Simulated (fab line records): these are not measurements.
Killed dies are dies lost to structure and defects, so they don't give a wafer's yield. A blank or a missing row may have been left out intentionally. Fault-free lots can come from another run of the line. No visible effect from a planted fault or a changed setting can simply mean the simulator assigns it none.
Comparing a struck lot with a sound one || flow n5 finfet || 42 steps out of a route of 1938
Sound: these wafers, L932.2, L932.4, L932.5. Struck: wafers L927.1, L927.4, L927.6. Last of all comes the cause.
Per side, at each step with rows, come the tool, then ch with its chambers, and then its first start. Under that, the readings that differ: sound wafers || struck wafers || difference of the means || sigmas: that difference in standard deviations of wafers without a fault.
alike: a reading whose means differ by less than 2 such deviations, as well as words and numbers matching on both sides. not compared: withheld readings; readings where some wafer has no value; bounds like >300 that might hide an equal value; numbers whose values overlap and for which the record gives no deviation.
A row with sigmas, a row that says differs or no value, or rows on one side alone: a step with any of these is where the two part. Numbers that have no deviation but don't overlap get no sigmas and don't part them. Lack of a reading on every wafer of one side parts them only where that side has two or more wafers.

first, 12 steps without rows for these wafers: N5_SD_EPI_N_STRIP_36 (strips in N2/H2); N5_SD_EPI_N_ETCHBACK_44 (etches SiNx in CH3F/O2, stops on SiO2, target depth 14.5 nm); N5_SD_EPI_N_ETCH_45 (etches SiOCN in CH3F/O2, target depth 6 nm); N5_SD_EPI_N_ETCH_16 (etches SiO2 in CHF3/O2, target depth 5 nm); N5_SD_EPI_N_STRIP_47 (strips in CHF3/O2); N5_SD_EPI_N_SD_RECESS_17 (chemistry HBr/Cl2/O2, target depth 41 nm, time 23.7 s, bt time 3 s); N5_SD_EPI_N_STRIP_38 (strips in N2/H2); N5_SD_EPI_N_WET_ETCH_43 (etches SiO2 in dHF, time 14 s, target depth 1.5 nm); N5_SD_EPI_N_STRIP_18 (strips in SPM, time 750 s); N5_SD_EPI_N_SRD_20 (time 30 s); N5_SD_EPI_N_PRECLEAN_48 (cleans in NF3:NH3, afs cycles 2, time 20 s, sublimation time 60 s); N5_SD_EPI_N_VAPOR_ETCH_50 (etches Si in HCl, time 54 s).
N5_SD_EPI_N_EPI_21: deposits Si:P, time 690 s.
  sound on epi rpcvd-04 ch 0, day 7 23:54; struck on epi rpcvd-03 ch 0, day 6 16:51
{"reading": "chamber pressure Torr (Torr)", "sound": "257.0 254.7 255.5", "struck": "107.5 107.7 107.1", "difference": -148.3, "sigmas": "-99 or more"}
{"reading": "model.Si-P_of_SD_EPI_N_EPI_21.thk nm (nm)", "sound": "58.2 57.8 58", "struck": "42.2 40.8 41.4", "difference": -16.5, "sigmas": ""}
  alike: susceptor temp C
N5_SD_EPI_N_EPI_MEAS_23:
  struck on film metro-02, day 6 19:08; sound on film metro-02, day 8 01:48
{"reading": "thk nm (nm)", "sound": "59.2 58.6 57.2", "struck": "41.2 42.5 41.4", "difference": -16.6, "sigmas": -15}
then, 24 steps without rows for these wafers: N5_SD_EPI_N_PRECLEAN_24 (cleans in O3/DIW, time 60 s); N5_SD_EPI_N_SRD_25 (time 30 s); N5_SD_EPI_N_PRECLEAN_49 (cleans in NF3:NH3, afs cycles 1, time 20 s, sublimation time 60 s); N5_SD_EPI_N_LINER_46 (material SiNx, target thk 3 nm); N5_SD_EPI_P_COAT_34 (time 60 s, resist thk 350 nm); N5_SD_EPI_P_COAT_35 (time 60 s, resist thk 35 nm); N5_SD_EPI_P_COAT_03 (resist thk 150 nm); N5_SD_EPI_P_EBR_05; N5_SD_EPI_P_SOFTBAKE_04 (time 60 s); N5_SD_EPI_P_EXPOSE_06 (exposes mask SD P BLK, target cd 240 nm); N5_SD_EPI_P_PEB_07 (peb time 60 s); N5_SD_EPI_P_DEVELOP_08 (develop time 30 s); N5_SD_EPI_P_DESCUM_14 (chemistry O2, time 7.9 s); N5_SD_EPI_P_ETCH_36 (etches SiARC in CF4, target depth 45.5 nm, time 75.8 s); N5_SD_EPI_P_ETCH_37 (etches SOC in N2/H2, overetch 108 nm, time 486 s); N5_SD_EPI_P_STRIP_38 (strips in N2/H2); N5_SD_EPI_P_ETCHBACK_46 (etches SiNx in CH3F/O2, stops on SiO2, target depth 17.5 nm); N5_SD_EPI_P_ETCH_47 (etches SiOCN in CH3F/O2, target depth 25 nm); N5_SD_EPI_P_ETCH_16 (etches SiO2 in CHF3/O2, target depth 5 nm); N5_SD_EPI_P_STRIP_50 (strips in CHF3/O2); N5_SD_EPI_P_SD_RECESS_17 (chemistry HBr/Cl2/O2, target depth 39.1 nm, bt time 3 s); N5_SD_EPI_P_WET_ETCH_45 (etches SiO2 in dHF, time 10.7 s, target depth 2 nm, rinse time 30 s); N5_SD_EPI_P_STRIP_40 (strips in N2/H2); N5_SD_EPI_P_PRECLEAN_52 (cleans in O3/DIW, time 60 s).
N5_SD_ACTIVATION_RS_MEAS_03: uses a four-point probe to measure.
  struck on film metro-01, day 7 01:35; sound on film metro-01, day 8 08:20
{"reading": "RS_SD_N (ohm/sq)", "sound": "22.30 22.21 22.45", "struck": "32.57 33.92 33.10", "difference": "+10.88", "sigmas": "+40"}
  alike: RS_SD_P
N5_MOL_CONTACT_COAG_ETCH_15: etches SiNx in CH3F/O2, stops on Si:P, target depth 7 nm.
  sound on rie diel-02 ch 1,3, day 9 13:33; struck on rie diel-05 ch 2,3, day 8 07:40
{"reading": "showerhead plenum p Torr (Torr)", "sound": "1.90 1.91 1.91", "struck": "2.05 1.98 2.05", "difference": "+0.12", "sigmas": "+2"}
{"reading": "model.Si-P_of_SD_EPI_N_EPI_21.thk nm (nm)", "sound": "57.4 57 57.2", "struck": "41.6 40.4 40.8", "difference": -16.3, "sigmas": ""}
  alike: CH3F_flow_sccm, chamber pressure mTorr, drypump motor current A, oes_f_703_au, oes product au, rf vpp V, throttle valve pct
  not compared: rf hours counter h
-- record jumps: 4 days separate the struck wafers' starts on either side; left off in module MOL_CONTACT_COAG, taken up again in module BEOL_M4, whose first shown step is the route's number 1111 --
N5_BEOL_M4_RC_MEAS_101:
  sound on prober-01 ch 0, day 12 18:46; struck on prober-02 ch 0, day 11 21:25
{"reading": "RC_DENSE_N (ohm.um)", "sound": "19.0 19.1 18.6", "struck": "20.4 20.7 20.5", "difference": "+1.6", "sigmas": "+5"}
{"reading": "RC_N (ohm.um)", "sound": "15.44 15.39 15.19", "struck": "16.59 16.60 16.69", "difference": "+1.29", "sigmas": "+5"}
{"reading": "REXT_N (ohm.um)", "sound": "76.2 75.9 75.6", "struck": "96.7 97.3 95.9", "difference": "+20.7", "sigmas": "+15"}
{"reading": "RS_SD_N (ohm/sq)", "sound": "28.8 29.1 28.8", "struck": "42.5 44.0 43.4", "difference": "+14.4", "sigmas": "+39"}
  alike: DIBL_N, DIBL_P, IOFF_N, IOFF_P, ION_N, ION_P, SS_N, SS_P, VT_N, VT_P
-- record jumps: 4 days separate the struck wafers' starts on either side; left off in module BEOL_M4, taken up again in module PASSIVATION, whose first shown step is the route's number 1936 --
N5_PASSIVATION_PROBE_49:
  struck on prober-01, day 16 04:10; sound on prober-02, day 17 03:25
{"reading": "sort_bin_8_speed (%)", "sound": "0 0 0", "struck": "2.03 1.19 0.17", "difference": "+1.13", "sigmas": "+99 or more"}
{"reading": "sort n pass", "sound": "1067 1082 1102", "struck": "1036 1051 1070", "difference": -31, "sigmas": -2}
{"reading": "sort yield pct (%)", "sound": "90.4 91.7 93.4", "struck": "87.8 89.1 90.7", "difference": -2.6, "sigmas": -2}
  alike: defect limited yield, killed_at_M0_to_M3, killed_at_M4_up, killed at contacts, killed at front end, killed at other, killed dies, killed open, killed short, sort_bin_5_function, sort_bin_6_memory

== WHERE THEY PART ==
At N5_SD_EPI_N_EPI_21 first; at N5_PASSIVATION_PROBE_49 last (within this record only).

WHY: what had been put in by the simulator
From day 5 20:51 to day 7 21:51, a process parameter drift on epi rpcvd-03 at N5_SD_EPI_N_EPI_21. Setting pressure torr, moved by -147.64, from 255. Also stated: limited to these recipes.
